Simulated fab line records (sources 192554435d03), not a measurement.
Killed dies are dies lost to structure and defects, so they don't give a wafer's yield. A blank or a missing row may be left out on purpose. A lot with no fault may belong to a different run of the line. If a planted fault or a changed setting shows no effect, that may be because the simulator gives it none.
Chamber matching	flow n5Finfet	N5_BEOL_M11_STRIP_67 on rieDiel-01 has 4 sister chambers
The step strips in CF4. 14 wafers are shown with their chamber, then 7 later ones without.

== EACH WAFER AND ITS CHAMBER ==
wafer	chamber	showerheadPlenumPTorr (Torr)	throttleValvePct (%)	drypumpMotorCurrentA (A)
L074.1	3	1.87	13.7	5.7
L074.3	0	1.88	13.5	5.3
L074.6	1	1.75	13.0	6.0
L076.1	2	1.77	13.8	5.4
L076.4	1	1.75	13.0	6.0
L076.6	2	1.77	13.8	5.5
L080.1	3	1.86	13.8	5.7
L080.4	0	1.87	13.5	5.3
L080.5	2	1.77	13.8	5.4
L083.2	1	1.74	13.0	5.9
L083.3	3	1.86	13.8	5.7
L083.4	0	1.87	13.5	5.3
L087.1	0	1.87	13.6	5.3
L087.5	1	1.74	13.0	6.0

SIGNATURES, as means of the wafers listed above
reading	chamber 0	chamber 1	chamber 2	chamber 3	scatter within a chamber
showerheadPlenumPTorr	1.8725	1.7450	1.7700	1.8633	0.00492
throttleValvePct	13.525	13.000	13.800	13.767	0.0376
drypumpMotorCurrentA	5.300	5.975	5.433	5.700	0.0376
Rule: for each reading, subtract the chamber's mean from the wafer's reading, divide by that reading's scatter and square the result; add these up over the readings and take the root, which gives the wafer's distance from the chamber. If the next closest chamber is less than 2 further off than the closest, the wafer can't be placed; otherwise it belongs to the closest. How the scatter is found: for the shown wafers, subtract from each reading the mean of its chamber, square and add these, divide the total by (wafers less chambers), then take the root.

== WAFERS WHOSE CHAMBER IS MISSING ==
wafer	showerheadPlenumPTorr (Torr)	throttleValvePct (%)	drypumpMotorCurrentA (A)
L087.6	1.87	13.6	5.3
L090.1	1.87	13.6	5.3
L090.3	1.74	13.1	5.9
L090.4	1.86	13.8	5.7
L097.1	1.86	13.6	5.3
L097.2	1.85	13.8	5.7
L097.5	1.85	13.8	5.7

== WHICH CHAMBER EACH WENT THROUGH ==
wafer	from the rows above	in truth
L087.6	0	0
L090.1	0	0
L090.3	1	1
L090.4	3	3
L097.1	0	0
L097.2	3	3
L097.5	3	3
7 of 7 placed correctly. Not placeable from these rows: 0. 0 placed wrongly.
